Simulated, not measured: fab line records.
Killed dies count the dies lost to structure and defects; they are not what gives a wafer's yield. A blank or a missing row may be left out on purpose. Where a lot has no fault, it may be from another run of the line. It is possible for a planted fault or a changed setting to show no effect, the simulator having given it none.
Struck lot and sound lot, side by side	flow n5-finfet	36 out of 1938 route steps
Sound: the wafers L113.1, L113.4, L113.5. Struck: wafers L117.1, L117.3, L117.6. Last of all comes the cause.
Each step with rows lists, per side, the tool, then ch with its chambers, then its first start. Under that, the readings that differ: sound wafers	struck wafers	difference of the means	sigmas: that difference in standard deviations of wafers without a fault.
alike: a reading whose means differ by less than 2 such deviations, as well as words and numbers matching on both sides. not compared: withheld readings; readings where some wafer has no value; bounds like >300 that might hide an equal value; numbers whose values overlap and for which the record gives no deviation.
Wherever a step has rows on one side only, a row that says differs or no value, or a row with sigmas, the two part there. Numbers that have no deviation but don't overlap get no sigmas and don't part them. A reading missing from all wafers of one side parts the sides only when that side holds two or more wafers.

first, 9 steps without rows for these wafers: N5_BEOL_M4_ANNEAL_95 (time 240 s); N5_BEOL_M4_SPUTTER_96 (material Cu, target thk 4.5 nm, time 8.29 s); N5_BEOL_M4_ECD_50 (material Cu, target thk 300 nm); N5_BEOL_M4_ANNEAL_51 (time 90 s); N5_BEOL_M4_CMP_52 (polishes, stops on SiOC, t overpolish 6.8 s, target thk 40 nm); N5_BEOL_M4_PRE_CLEAN_60 (time 15 s); N5_BEOL_M4_CO_CAP_55 (material Co, precursor CCTBA/H2, target thk 2 nm, time 102.1 s); N5_BEOL_M4_PRE_CLEAN_56 (time 15 s); N5_BEOL_M4_DEP_57 (deposits SiCN from 3MS/NH3, target thk 8 nm, time 14 s).
N5_BEOL_M4_RC_MEAS_101:
  sound on prober-01 ch 0, day 9 04:15; struck on prober-01 ch 0, day 9 15:13
reading	sound	struck	difference	sigmas
VT_N (mV)	246.2 243.1 243.2	247.6 251.1 251.7	+6.0	+2
  alike: DIBL_N, DIBL_P, IOFF_N, IOFF_P, ION_N, ION_P, SS_N, SS_P, VT_P
then, 24 steps without rows for these wafers: N5_BEOL_M5_ILD_DEP_00 (deposits SiCOH lowk from DEMS/porogen, target thk 140.64 nm, time 25.9 s); N5_BEOL_M5_CURE_79 (cures SiCOH lowk, time 240 s); N5_BEOL_M5_PECVD_70 (deposits SiO2 from TEOS/O2, target thk 16 nm, time 18 s); N5_BEOL_M5_HM_DEP_02 (deposits TiN, target thk 20 nm); N5_BEOL_M5_COAT_59 (time 60 s, resist thk 60 nm); N5_BEOL_M5_COAT_60 (time 60 s, resist thk 12 nm); N5_BEOL_M5_COAT_71 (time 60 s, resist thk 5 nm); N5_BEOL_M5_COAT_05 (resist thk 30 nm); N5_BEOL_M5_EBR_07; N5_BEOL_M5_SOFTBAKE_06 (time 60 s); N5_BEOL_M5_EXPOSE_08 (exposes mask M5, target cd 28 nm); N5_BEOL_M5_PEB_09 (peb time 60 s); N5_BEOL_M5_DEVELOP_10 (develop time 30 s); N5_BEOL_M5_DESCUM_16 (chemistry O2, time 7 s); N5_BEOL_M5_ETCH_72 (etches underlayer in N2/H2, target depth 6.5 nm, time 5.2 s); N5_BEOL_M5_ETCH_61 (etches SiARC in CF4, target depth 15.6 nm, time 26 s); N5_BEOL_M5_ETCH_62 (etches SOC in N2/H2, target depth 75 nm, overetch 15 nm, time 112.5 s); N5_BEOL_M5_STRIP_63 (strips in N2/H2); N5_BEOL_M5_STRIP_73 (strips in N2/H2); N5_BEOL_M5_STRIP_64 (strips in CF4); N5_BEOL_M5_HM_OPEN_17 (chemistry Cl2/BCl3, target TiN, target depth 20 nm, overetch 6 nm); N5_BEOL_M5_STRIP_19 (strips in O2); N5_BEOL_M5_COAT_65 (time 60 s, resist thk 60 nm); N5_BEOL_M5_COAT_66 (time 60 s, resist thk 12 nm).
N5_BEOL_M9_DEP_56: deposits SiCN from 3MS/NH3, target thk 15 nm, time 26.5 s.
  sound on pecvd-04 ch 0,1, day 10 22:22; struck on pecvd-02 ch 0,1,2, day 11 15:02
  no value came back on the struck wafers for chamber-pressure-Torr (Torr), rf-fwd-power-W (W), showerhead-plenum-p-Torr (Torr), throttle-valve-pct (%); on the sound wafers chamber-pressure-Torr (Torr) reads 3.002 3.002 2.986
  not compared: since-wet-clean-h
-- the record jumps here: 3 days lie between the struck wafers' starts before and after (it left off in module BEOL_M9 and takes up again in module PASSIVATION, whose first step shown is number 1936 of the route) --
N5_PASSIVATION_PROBE_49:
  struck on prober-01, day 14 04:49; sound on prober-02, day 13 03:18
reading	sound	struck	difference	sigmas
defect-limited-yield (%)	90.7 93.1 91.8	0 0 0	-92	-66
killed_at_M4_up	9 14 15	1061 1081 1078	+1061	+99 or more
killed-at-front-end	41 27 19	60 46 53	+24	+2
killed-at-other	13 5 12	6 0 1	-8	-2
killed-dies	110 81 97	1180 1180 1180	+1084	+64
killed-on-rim	13 9 12	152 152 152	+141	+36
sort_bin_5_function (%)	4.7 3.9 5.2	95.3 95.9 96.3	+91.2	+91
sort-n-pass	1070 1099 1083	0 0 0	-1084	-64
sort-yield-pct (%)	90.7 93.1 91.8	0 0 0	-92	-66
  alike: killed_at_M0_to_M3, killed-at-contacts, killed-open, killed-short, sort_bin_6_memory

WHERE THEY PART
First at N5_BEOL_M4_RC_MEAS_101; last, within this record, at N5_PASSIVATION_PROBE_49.

WHY: what the simulator had put in
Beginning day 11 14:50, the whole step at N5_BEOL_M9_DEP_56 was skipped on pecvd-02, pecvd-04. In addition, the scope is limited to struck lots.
